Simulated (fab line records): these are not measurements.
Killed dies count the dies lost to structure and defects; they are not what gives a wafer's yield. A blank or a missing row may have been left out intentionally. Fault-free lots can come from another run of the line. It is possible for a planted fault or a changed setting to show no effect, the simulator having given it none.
fab line records	flow nandHarc	part 1 of 2: steps 1 to 24 of 35
record lots=5	wafers=15	lastDay=24
route steps=1159 shown A_SIN_REMOVE@805 A_WL_FILL@809 A_CONTACT@840
lots that met no fault: from a run of the same line without faults
startH: start of the lot's first displayed wafer, in hours after the record's first day	waitH: how many hours have passed since the lot's step before this one	" the same as in the row above	L1.1+2: several wafers, shown together as one row	- no value present, or no start provided	* or withheld: withheld	< > ~ a bound
route shown NAME@n: a module of which the file shows steps, and the number in the route of the first	usual: the fault-free wafers' mean and standard deviation	same: alike in all rows	chamber/n: place in a boat	sites: each site's reading	_std_site: how widely they spread, as a standard deviation	_edge_site: outer sites' mean less inner sites'	radiusMm: for every site, how far away it sits from the centre of the wafer	mask NAME#n: copy n	behind: the tool/chamber that last shaped the wafer	hold: why the lot was held/for how many hours/how that ended	device: the n, p or np transistor that did not switch	end of line: tests of these same wafers at the route's end	where a step has no rows: the recipe by itself	killed: not the wafer's yield, but the dies lost to structure and defects at the first sort	map: the dies of a wafer, with x for killed, . for not killed, _ for no die there
set.NAME: the setting the step ran with; set.NAME@STEP: the setting that earlier step ran with	model.NAME: the simulator's own value behind a step, which no gauge read
lots at some steps of the route; a table a step, a row a wafer
services: a tool's chamber out of use, with start hour (startH, from the record's first day; less than 0 if before it), hours out, and reason
## steps
# step NHARC_A_SIN_REMOVE_PRECLEAN_01
# recipe timeS=*	tempC=50	bathAgeMin=0	chemistry=SC1
# usual bathGuardTempC=49.9/0.52	h2o2FlowMLMin=56.60/0.16	nh4ohFlowMLMin=28.29/0.098
# same timeS=*
lot.wafer	tool	chamber	startH	waitH	bathGuardTempC	h2o2FlowMLMin	nh4ohFlowMLMin
L090.6	wetBench-04	5	424.77	0.0	49.5	56.89	28.17
L090.2	"	6	"	"	49.8	56.54	28.17
L090.4	"	1	"	"	49.4	56.41	28.26
L092.5	wetBench-06	0	444.85	0.0	50.0	56.34	28.39
L092.4	"	1	"	"	51.2	56.80	28.07
L092.3	"	2	"	"	49.8	56.43	28.21
L096.4	wetBench-04	5	452.99	0.0	49.2	56.60	28.14
L096.3	"	7	"	"	50.4	56.33	28.33
L096.6	"	1	"	"	49.7	56.68	28.33
L095.3	wetBench-09	3	452.99	0.0	48.9	56.45	28.35
L095.1	"	5	"	"	50.0	56.69	28.21
L095.2	"	7	"	"	49.7	56.69	28.29
L097.6	wetBench-04	5	467.14	0.0	49.8	56.61	28.40
L097.3	"	7	"	"	50.2	56.27	28.35
L097.4	"	0	"	"	50.5	56.54	28.24
# step NHARC_A_SIN_REMOVE_SRD_02
lot.wafer	tool	chamber	startH	waitH
L090.6+2+4	wetBench-04	5,6,1	-	-
L092.5+4+3	wetBench-06	0,1,2	-	-
L096.4+3+6	wetBench-04	5,7,1	-	-
L095.3+1+2	wetBench-09	3,5,7	-	-
L097.6+3+4	wetBench-04	5,7,0	-	-
# step NHARC_A_SIN_REMOVE_INSPECT_04
# usual rawDefectCount=310/100
lot.wafer	tool	chamber	startH	waitH	rawDefectCount
L090.2	defectInspect-01	-	425.00	0.1	266
L090.4	"	-	"	"	210
L090.6	"	-	"	"	240
L092.3	defectInspect-02	-	445.03	0.0	566
L092.4	"	-	"	"	506
L092.5	"	-	"	"	325
L096.3	defectInspect-01	-	453.17	0.0	236
L096.4	"	-	"	"	301
L096.6	"	-	"	"	258
L095.1	defectInspect-02	-	453.17	0.0	269
L095.2	"	-	"	"	299
L095.3	"	-	"	"	348
L097.3	defectInspect-02	-	467.31	0.0	264
L097.4	"	-	"	"	276
L097.6	"	-	"	"	250
# step NHARC_A_WL_FILL_ALD_00
# recipe targetThkA=30	pulseTimeS=3	aldCycles=30	tempC=300	material=Al2O3
# usual heaterPowerW=470/38	precursorPulseHeightRel=1.003/0.021
lot.wafer	tool	chamber	startH	waitH	heaterPowerW	precursorPulseHeightRel
L090.4	aldHk-02	3	425.37	0.4	502	0.990
L090.2	"	2	"	"	516	0.933
L090.6	"	3	"	"	521	0.970
L092.4	aldHk-04	0	445.12	0.1	496	1.037
L092.3	"	1	"	"	519	0.978
L092.5	"	3	"	"	491	0.977
L096.3	aldHk-04	3	453.24	0.1	468	1.056
L096.4	"	0	"	"	488	0.961
L096.6	"	0	"	"	482	1.005
L095.1	aldHk-02	1	453.29	0.1	425	0.996
L095.2	"	2	"	"	509	1.016
L095.3	"	3	"	"	507	1.026
L097.4	aldHk-01	2	468.97	1.7	433	1.029
L097.3	"	0	"	"	460	0.988
L097.6	"	3	"	"	347	0.995
# step NHARC_A_WL_FILL_RTA_01
# recipe tempC=1000	timeS=5
# usual lampPowerPct=29.1/2.5	wafer_temp_C_max=1004.6/0.98
# same timeS=5
lot.wafer	tool	chamber	startH	waitH	lampPowerPct	wafer_temp_C_max
L090.2	rtpAnneal-01	0	425.82	0.2	31.2	1002.8
L090.4	"	0	"	"	31.2	1004.3
L090.6	"	0	"	"	31.3	1002.8
L092.3	rtpAnneal-01	0	445.60	-	31.3	1003.9
L092.4	"	0	"	"	31.2	1005.1
L092.5	"	0	"	"	31.2	1004.7
L096.3	rtpAnneal-02	0	453.57	-	26.2	1003.8
L096.4	"	0	"	"	26.2	1004.7
L096.6	"	0	"	"	26.2	1003.7
L095.1	rtpAnneal-01	0	453.66	0.3	31.2	1003.0
L095.2	"	0	"	"	31.2	1004.5
L095.3	"	0	"	"	31.1	1003.0
L097.3	rtpAnneal-01	0	469.30	-	31.2	1004.1
L097.4	"	0	"	"	31.2	1005.0
L097.6	"	0	"	"	31.2	1003.2
# step NHARC_A_WL_FILL_ALD_02
# recipe targetThkA=20	pulseTimeS=3	aldCycles=100	tempC=450	material=TiN
# usual heaterPowerW=1073/120	precursorPulseHeightRel=1.001/0.018
lot.wafer	tool	chamber	startH	waitH	heaterPowerW	precursorPulseHeightRel
L090.2	aldMetal-03	1	426.05	0.2	1096	1.009
L090.4	"	3	"	"	1217	1.008
L090.6	"	1	"	"	1121	0.980
L092.3	aldMetal-01	1	445.76	0.1	1047	1.005
L092.4	"	0	"	"	1006	1.003
L092.5	"	2	"	"	1180	1.030
L096.3	aldMetal-01	0	453.73	0.1	1011	1.013
L096.4	"	3	"	"	804	1.024
L096.6	"	1	"	"	1050	0.988
L095.3	aldMetal-04	2	453.88	0.1	1180	1.004
L095.2	"	3	"	"	912	0.991
L095.1	"	0	"	"	982	1.023
L097.3	aldMetal-01	0	469.50	0.2	1036	1.026
L097.4	"	2	"	"	1223	0.993
L097.6	"	3	"	"	843	1.023
# step NHARC_A_WL_FILL_CVD_03
# recipe targetThkA=400	tempC=300	pressureTorr=40	wf6FlowSccm=40	h2FlowSccm=1600	arFlowSccm=1560	timeS=3302	material=W
# usual heaterPowerW=459/25	throttleValvePct=7.81/0.22
# same timeS=3302
lot.wafer	tool	chamber	startH	waitH	heaterPowerW	throttleValvePct
L090.2	cvdW-01	1	427.35	1.0	498	7.69
L090.4	"	0	"	"	447	7.95
L090.6	"	0	"	"	457	7.69
L092.4	cvdW-01	1	450.79	4.7	492	7.59
L092.3	"	0	"	"	451	7.80
L092.5	"	0	"	"	460	7.69
L096.4	cvdW-01	0	457.01	2.9	464	7.66
L096.3	"	1	"	"	491	7.99
L096.6	"	0	"	"	449	7.89
L095.1	cvdW-02	1	458.10	3.8	422	7.97
L095.2	"	0	"	"	447	7.95
L095.3	"	1	"	"	419	7.95
L097.3	cvdW-02	0	474.55	4.7	462	7.89
L097.4	"	1	"	"	420	8.10
L097.6	"	1	"	"	411	7.95
# step NHARC_A_WL_FILL_ETCHBACK_04
# recipe targetDepthA=600	timeS=120	chemistry=NF3
# usual drypumpMotorCurrentA=5.6/0.51	oesProductAu=1.004/0.0086
# same timeS=120
lot.wafer	tool	chamber	startH	waitH	drypumpMotorCurrentA	oesProductAu	rfHoursCounterH
L090.2	rieMetal-03	1	430.19	2.4	5.4	1.007	4.3
L090.4	"	1	"	"	5.4	0.994	-
L090.6	"	0	"	"	5.8	1.005	-
L092.3	rieMetal-01	0	453.23	1.5	4.9	0.993	-
L092.4	"	1	"	"	6.5	1.017	-
L092.5	"	1	"	"	6.6	1.008	-
L096.4	rieMetal-02	1	459.47	2.0	5.1	1.011	-
L096.3	"	0	"	"	5.7	0.992	-
L096.6	"	1	"	"	5.1	1.006	-
L095.1	rieMetal-01	0	461.42	2.8	5.0	0.991	3.9
L095.2	"	1	"	"	6.5	1.017	3.9
L095.3	"	1	"	"	6.6	1.015	-
L097.3	rieMetal-03	1	476.97	2.0	5.4	1.005	-
L097.4	"	0	"	"	5.9	1.000	-
L097.6	"	0	"	"	5.8	0.998	-
# step NHARC_A_WL_FILL_ETCHBACK_05
# recipe targetDepthA=220	timeS=60	tempC=40	chemistry=Cl2/BCl3
# usual drypumpMotorCurrentA=5.6/0.51	oesProductAu=1.004/0.0097
# same timeS=60
lot.wafer	tool	chamber	startH	waitH	drypumpMotorCurrentA	oesProductAu	rfHoursCounterH
L090.2	rieMetal-03	0	430.45	0.2	5.8	0.981	4.4
L090.4	"	1	"	"	5.4	0.993	-
L090.6	"	1	"	"	5.4	0.993	-
L092.4	rieMetal-01	1	453.43	0.1	6.6	1.003	-
L092.3	"	0	"	"	5.0	0.999	-
L092.5	"	1	"	"	6.6	1.020	-
L096.4	rieMetal-02	0	459.67	0.2	5.7	0.986	-
L096.3	"	1	"	"	5.0	1.018	-
L096.6	"	1	"	"	5.1	1.020	-
L095.2	rieMetal-01	1	461.66	0.2	6.6	1.004	4.0
L095.1	"	0	"	"	5.0	0.995	4.0
L095.3	"	1	"	"	6.6	1.019	-
L097.4	rieMetal-03	0	477.17	0.1	5.8	1.009	-
L097.3	"	1	"	"	5.4	1.013	-
L097.6	"	0	"	"	5.8	1.018	-
# step NHARC_A_WL_FILL_STRIP_27
# recipe powerW=1500	tempC=250	timeS=20	chemistry=N2/H2
# usual drypumpMotorCurrentA=5.72/0.28	heaterPowerW=319/16
# same timeS=20
lot.wafer	tool	chamber	startH	waitH	drypumpMotorCurrentA	heaterPowerW	rfHoursCounterH
L090.2	plasmaAsher-02	0	430.58	0.1	5.71	304	20
L090.4	"	1	"	"	6.16	319	-
L090.6	"	0	"	"	5.69	297	-
L092.4	plasmaAsher-02	1	453.76	0.3	6.16	321	-
L092.3	"	0	"	"	5.74	309	-
L092.5	"	0	"	"	5.68	310	-
L096.4	plasmaAsher-02	0	460.43	0.7	5.72	304	-
L096.3	"	1	"	"	6.09	326	-
L096.6	"	0	"	"	5.74	297	-
L095.1	plasmaAsher-01	0	462.00	0.3	5.42	332	0
L095.2	"	1	"	"	5.48	301	0
L095.3	"	0	"	"	5.40	342	-
L097.4	plasmaAsher-02	0	477.33	0.1	5.72	307	-
L097.3	"	1	"	"	6.13	315	-
L097.6	"	1	"	"	6.12	319	-
# step NHARC_A_WL_FILL_STRIP_28
# recipe timeS=1200	tempC=72.5	chemistry=postEtchResidueRemover
# usual bathGuardTempC=72.6/0.62
# same timeS=1200
lot.wafer	tool	chamber	startH	waitH	bathGuardTempC
L090.4	wetBench-07	7	430.76	0.1	73.1
L090.2	"	2	"	"	73.5
L090.6	"	4	"	"	72.7
L092.5	wetBench-02	7	453.88	0.0	71.8
L092.3	"	0	"	"	72.0
L092.4	"	1	"	"	72.9
L096.6	wetBench-07	1	460.57	0.1	71.6
L096.4	"	3	"	"	72.2
L096.3	"	4	"	"	72.3
L095.3	wetBench-07	7	462.18	0.1	73.1
L095.2	"	2	"	"	74.0
L095.1	"	4	"	"	72.7
L097.6	wetBench-05	7	477.46	0.0	73.2
L097.3	"	1	"	"	73.4
L097.4	"	4	"	"	72.9
# step NHARC_A_WL_FILL_PRECLEAN_06
# recipe timeS=300	chemistry=DIW
# same timeS=300
lot.wafer	tool	chamber	startH	waitH
L090.4+2+6	wetBench-07	7,2,4	-	-
L092.5+3+4	wetBench-02	7,0,1	-	-
L096.6+4+3	wetBench-07	1,3,4	-	-
L095.3+2+1	wetBench-07	7,2,4	-	-
L097.6+3+4	wetBench-05	7,1,4	-	-
# step NHARC_A_WL_FILL_SRD_07
lot.wafer	tool	chamber	startH	waitH
L090.4+2+6	wetBench-07	7,2,4	-	-
L092.5+3+4	wetBench-02	7,0,1	-	-
L096.6+4+3	wetBench-07	1,3,4	-	-
L095.3+2+1	wetBench-07	7,2,4	-	-
L097.6+3+4	wetBench-05	7,1,4	-	-
# step NHARC_A_WL_FILL_ANNEAL_08
# recipe tempC=450	timeS=1800
# usual tubeCenterTempC=450/0.042	zonePowerCentrePct=5.5/0.45
# same timeS=1800
lot.wafer	tool	chamber	startH	waitH	tubeCenterTempC	zonePowerCentrePct
L090.2	furnace-05	0	433.73	-	449.98	6.1
L090.4	"	0	"	"	449.96	6.0
L090.6	"	0	"	"	450.05	6.0
L092.3	furnace-05	0	457.31	-	449.98	6.0
L092.4	"	0	"	"	450.01	6.0
L092.5	"	0	"	"	450.04	6.2
L095.1	furnace-02	0	464.39	-	450.03	5.3
L095.2	"	0	"	"	450	5.2
L095.3	"	0	"	"	449.92	5.2
L096.3	furnace-02	0	464.39	-	449.97	5.3
L096.4	"	0	"	"	450.06	5.2
L096.6	"	0	"	"	449.97	5.2
L097.3	furnace-02	0	484.25	-	449.92	5.2
L097.4	"	0	"	"	450.05	5.3
L097.6	"	0	"	"	449.94	5.3
# step NHARC_A_WL_FILL_ALD_10
# recipe targetThkA=500	pulseTimeS=10	aldCycles=500	tempC=300	material=SiO2
# usual heaterPowerW=460/43	precursorPulseHeightRel=1.001/0.021
lot.wafer	tool	chamber	startH	waitH	heaterPowerW	precursorPulseHeightRel
L090.4	aldHk-01	1	436.27	1.1	470	0.996
L090.2	"	2	"	"	449	0.997
L090.6	"	3	"	"	363	0.992
L092.4	aldHk-04	1	458.82	0.1	517	1.011
L092.3	"	0	460.37	1.6	474	1.007
L092.5	"	2	461.40	2.6	429	1.021
L095.2	aldHk-01	3	466.42	0.6	359	1.013
L095.3	"	0	"	"	445	1.015
L095.1	"	1	"	"	461	1.006
L096.3	aldHk-04	1	466.94	1.1	502	0.994
L096.4	"	2	"	"	428	0.951
L096.6	"	3	"	"	471	1.003
L097.3	aldHk-02	1	486.27	0.6	400	0.977
L097.4	"	2	"	"	507	1.037
L097.6	"	1	488.32	2.6	405	0.980
# step NHARC_A_WL_FILL_ETCHBACK_16
# recipe targetDepthA=880	timeS=17.6	c4f8FlowSccm=withheld	o2FlowSccm=8	arFlowSccm=withheld	rfW=600	biasW=800	chemistry=C4F8/O2/Ar
# usual oesProductAu=0.99/0.03	rfVppV=724/3.1
# same timeS=17.6
lot.wafer	tool	chamber	startH	waitH	oesProductAu	rfHoursCounterH	rfVppV
L090.4	rieDiel-01	2	-	-	1.00	6.8	722
L090.2	"	3	"	"	0.98	7.4	722
L090.6	"	1	"	"	0.96	-	722
L092.4	rieDiel-01	3	-	-	0.98	9.4	721
L092.3	"	2	"	"	1.02	8.5	722
L092.5	"	0	"	"	1.04	-	727
L095.1	rieDiel-01	3	-	-	0.98	9.5	723
L095.3	"	0	"	"	1.03	10.3	728
L095.2	"	1	"	"	0.97	9.3	721
L096.3	rieDiel-10	1	-	-	0.99	2.8	723
L096.4	"	3	"	"	1.00	2.5	725
L096.6	"	0	"	"	1.00	-	728
L097.3	rieDiel-10	3	-	-	0.97	2.9	723
L097.4	"	0	"	"	0.97	3.0	729
L097.6	"	3	"	"	0.97	-	724
# step NHARC_A_WL_FILL_STRIP_29
# recipe timeS=20	o2FlowSccm=500	arFlowSccm=0	biasW=0	chemistry=O2
# usual drypumpMotorCurrentA=5.75/0.26	oesProductAu=1.000/0.021	rfVppV=57.9/0.76	showerheadPlenumPTorr=3.55/0.1	throttleValvePct=17.035/0.0092
# same timeS=20
lot.wafer	tool	chamber	startH	waitH	drypumpMotorCurrentA	oesProductAu	rfHoursCounterH	rfVppV	showerheadPlenumPTorr	throttleValvePct
L090.4	rieDiel-01	1	440.02	0.1	5.86	0.963	7.7	57.0	3.46	17.048
L090.2	"	2	"	"	5.89	1.021	6.8	57.7	3.48	17.025
L090.6	"	1	"	"	5.86	0.952	-	57.4	3.46	17.041
L092.4	rieDiel-01	3	463.57	0.1	5.79	0.977	9.4	56.9	3.50	17.049
L092.3	"	0	"	"	5.71	1.037	10.1	57.4	3.67	17.035
L092.5	"	0	"	"	5.71	1.039	-	58.4	3.67	17.021
L096.3	rieDiel-10	3	470.64	0.1	6.06	0.996	2.5	56.8	3.54	17.019
L096.4	"	1	"	"	5.79	1.004	2.8	58.0	3.52	17.029
L096.6	"	0	"	"	5.23	0.999	-	58.3	3.68	17.040
L095.3	rieDiel-01	3	471.08	0.5	5.80	0.972	9.5	57.6	3.50	17.044
L095.2	"	1	"	"	5.85	0.948	9.4	56.9	3.46	17.053
L095.1	"	2	"	"	5.89	1.015	8.6	58.0	3.48	17.043
L097.4	rieDiel-10	1	490.48	0.1	5.79	1.007	3.1	56.5	3.52	17.028
L097.3	"	3	"	"	6.07	0.993	2.9	56.8	3.54	17.024
L097.6	"	2	"	"	6.05	1.007	-	57.6	3.41	17.025
# step NHARC_A_WL_FILL_ETCHBACK_17
# recipe targetDepthA=40	timeS=26.7	chemistry=Cl2/BCl3
# usual drypumpMotorCurrentA=5.6/0.56	oesProductAu=1.005/0.0081
# same timeS=26.7
lot.wafer	tool	chamber	startH	waitH	drypumpMotorCurrentA	oesProductAu	rfHoursCounterH
L090.2	rieMetal-01	0	440.10	-	5.0	1.004	3.2
L090.4	"	0	"	"	5.0	1.005	-
L090.6	"	0	"	"	5.0	1.006	-
L092.3	rieMetal-02	0	463.70	-	5.7	0.990	-
L092.4	"	1	"	"	5.1	1.011	-
L092.5	"	1	"	"	5.1	1.001	-
L096.4	rieMetal-03	1	470.76	-	5.4	0.997	-
L096.3	"	0	"	"	5.8	1.002	-
L096.6	"	0	"	"	5.8	1.005	-
L095.1	rieMetal-02	1	471.18	-	5.0	1.011	2.4
L095.2	"	0	"	"	5.7	0.986	2.4
L095.3	"	1	"	"	5.0	1.010	-
L097.4	rieMetal-03	1	490.61	-	5.4	1.005	-
L097.3	"	0	"	"	5.8	1.010	-
L097.6	"	1	"	"	5.4	1.006	-
# step NHARC_A_WL_FILL_PRECLEAN_18
# recipe timeS=30	chemistry=dHF
# same timeS=30
lot.wafer	tool	chamber	startH	waitH
L090.2+4+6	wetBench-02	4,7,0	440.29	0.2
L092.4+3+5	wetBench-02	6,0,1	463.84	0.1
L096.3+6+4	wetBench-05	7,0,1	470.91	0.1
L095.1+3+2	wetBench-07	7,2,3	471.37	0.2
L097.6+3+4	wetBench-05	1,3,4	490.77	0.1
# step NHARC_A_WL_FILL_SRD_21
lot.wafer	tool	chamber	startH	waitH
L090.2+4+6	wetBench-02	4,7,0	440.31	0.0
L092.4+3+5	wetBench-02	6,0,1	463.87	0.0
L096.3+6+4	wetBench-05	7,0,1	470.94	0.0
L095.1+3+2	wetBench-07	7,2,3	471.39	0.0
L097.6+3+4	wetBench-05	1,3,4	490.79	0.0
# step NHARC_A_WL_FILL_CVD_23
# recipe targetThkA=400	tempC=620	pressureMtorr=200	timeS=800	material=poly-Si
# usual tubeCenterTempC=620/0.052	zonePowerCentrePct=9.6/1
# same timeS=800
lot.wafer	tool	chamber	startH	waitH	tubeCenterTempC	zonePowerCentrePct
L090.2	lpcvdPoly-02	0	442.49	2.2	619.92	7.8
L090.4	"	0	"	"	619.94	7.8
L090.6	"	0	"	"	619.98	7.9
L092.3	lpcvdPoly-04	0	466.26	2.4	619.99	10.5
L092.4	"	0	"	"	620.01	10.4
L092.5	"	0	"	"	620.06	10.4
L095.1	lpcvdPoly-04	0	473.49	2.1	620.01	10.3
L095.2	"	0	"	"	620.02	10.5
L095.3	"	0	"	"	620.07	10.3
L096.3	lpcvdPoly-04	0	473.49	2.6	619.98	10.4
L096.4	"	0	"	"	620.04	10.5
L096.6	"	0	"	"	619.95	10.3
L097.3	lpcvdPoly-03	0	493.39	2.6	620.15	9.8
L097.4	"	0	"	"	620.07	9.9
L097.6	"	0	"	"	620.05	9.9
# step NHARC_A_WL_FILL_ETCHBACK_26
# recipe targetDepthA=520	timeS=13.3	hbrFlowSccm=150	rfW=350	icpW=350	biasW=60	chemistry=HBr
# usual drypumpMotorCurrentA=5.9/0.5	oesProductAu=0.994/0.011	throttleValvePct=23.266/0.01
# same timeS=13.3
lot.wafer	tool	chamber	startH	waitH	drypumpMotorCurrentA	oesProductAu	rfHoursCounterH	throttleValvePct
L090.2	rieSi-04	0	445.06	0.4	5.6	0.997	1.1	23.263
L090.4	"	3	"	"	6.0	0.997	1.2	23.267
L090.6	"	0	"	"	5.6	1.002	-	23.260
L092.4	rieSi-03	3	468.86	0.4	5.0	0.988	1.0	23.262
L092.3	"	1	"	"	6.3	0.988	0.9	23.270
L092.5	"	2	"	"	5.8	0.986	-	23.278
L095.3	rieSi-03	2	476.04	0.4	5.8	0.985	0.9	23.272
L095.1	"	3	"	"	5.0	1.002	1.1	23.266
L095.2	"	0	"	"	6.7	1.016	1.1	23.279
L096.3	rieSi-04	2	476.05	0.4	6.2	0.991	0.1	23.286
L096.4	"	3	"	"	6.0	0.985	0.1	23.274
L096.6	"	3	"	"	6.0	0.999	-	23.272
L097.3	rieSi-05	2	495.95	0.4	5.9	0.987	0.4	23.283
L097.6	"	3	"	"	5.2	0.995	-	23.276
L097.4	"	1	"	"	6.4	1.004	-	23.261
# step NHARC_A_WL_FILL_PRECLEAN_30
# recipe timeS=10	chemistry=dHF
# same timeS=10
lot.wafer	tool	chamber	startH	waitH
L090.2+4+6	wetBench-05	4,6,1	445.21	0.1
L092.3+4+5	wetBench-05	1,2,3	468.99	0.1
L096.4+3+6	wetBench-02	7,0,2	476.19	0.1
L095.2+3+1	wetBench-05	6,7,0	476.22	0.1
L097.6+3+4	wetBench-02	3,5,6	496.13	0.1
# step NHARC_A_WL_FILL_SRD_14
lot.wafer	tool	chamber	startH	waitH
L090.2+4+6	wetBench-05	4,6,1	445.25	0.0
L092.3+4+5	wetBench-05	1,2,3	469.01	0.0
L096.4+3+6	wetBench-02	7,0,2	476.21	0.0
L095.2+3+1	wetBench-05	6,7,0	476.24	0.0
L097.6+3+4	wetBench-02	3,5,6	496.15	0.0
